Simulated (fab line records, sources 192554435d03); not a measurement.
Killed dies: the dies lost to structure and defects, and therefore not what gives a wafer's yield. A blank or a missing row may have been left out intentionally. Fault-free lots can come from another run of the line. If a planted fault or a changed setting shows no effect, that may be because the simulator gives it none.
Chamber matching + flow n5_finfet + rie_diel-01 running N5_BEOL_M3_STRIP_36: 4 sister chambers
The step strips in N2/H2. 4 wafers are shown with their chamber, then 12 later ones without.

## WAFERS WITH THEIR CHAMBER
| wafer  | chamber | drypump_motor_current_A (A) |
|--------|---------|-----------------------------|
| L081.5 | 2       | 5.7                         |
| L086.5 | 3       | 6.6                         |
| L089.5 | 1       | 6.6                         |
| L089.6 | 0       | 5.6                         |

## WAFERS WITHOUT THEIR CHAMBER
| wafer  | drypump_motor_current_A (A) |
|--------|-----------------------------|
| L090.3 | 6.6                         |
| L090.4 | 6.6                         |
| L090.6 | 6.6                         |
| L091.1 | 6.6                         |
| L091.5 | 6.6                         |
| L091.6 | 5.5                         |
| L094.2 | 5.7                         |
| L094.4 | 5.5                         |
| L094.5 | 6.6                         |
| L097.1 | 6.6                         |
| L097.5 | 6.6                         |
| L097.6 | 5.7                         |

## WHICH CHAMBER EACH WENT THROUGH
| wafer  | from the rows above     | in truth |
|--------|-------------------------|----------|
| L090.3 | can't be placed: 1 or 3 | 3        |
| L090.4 | can't be placed: 1 or 3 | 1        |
| L090.6 | can't be placed: 1 or 3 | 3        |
| L091.1 | can't be placed: 1 or 3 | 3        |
| L091.5 | can't be placed: 1 or 3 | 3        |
| L091.6 | 0                       | 0        |
| L094.2 | 2                       | 2        |
| L094.4 | 0                       | 0        |
| L094.5 | can't be placed: 1 or 3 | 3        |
| L097.1 | can't be placed: 1 or 3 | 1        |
| L097.5 | can't be placed: 1 or 3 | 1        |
| L097.6 | 2                       | 2        |
Placed correctly: 4 of 12. Can't be placed from these rows: 8 (the true chamber is among the candidates in 8). 0 placed wrongly.
How it was worked out, from the rows above alone: a wafer's distance from a chamber is the root of the sum, over the readings, of the square of ((its reading less the chamber's mean) divided by the reading's scatter). The wafer belongs to the nearest chamber; if the next one is less than 2 further off, it can't be placed. For every chamber, the mean is computed from those of its wafers that are shown. The scatter (one wafer shown for each chamber): square how far every hidden wafer sits from the nearest shown wafer, average those squares and take the square root.
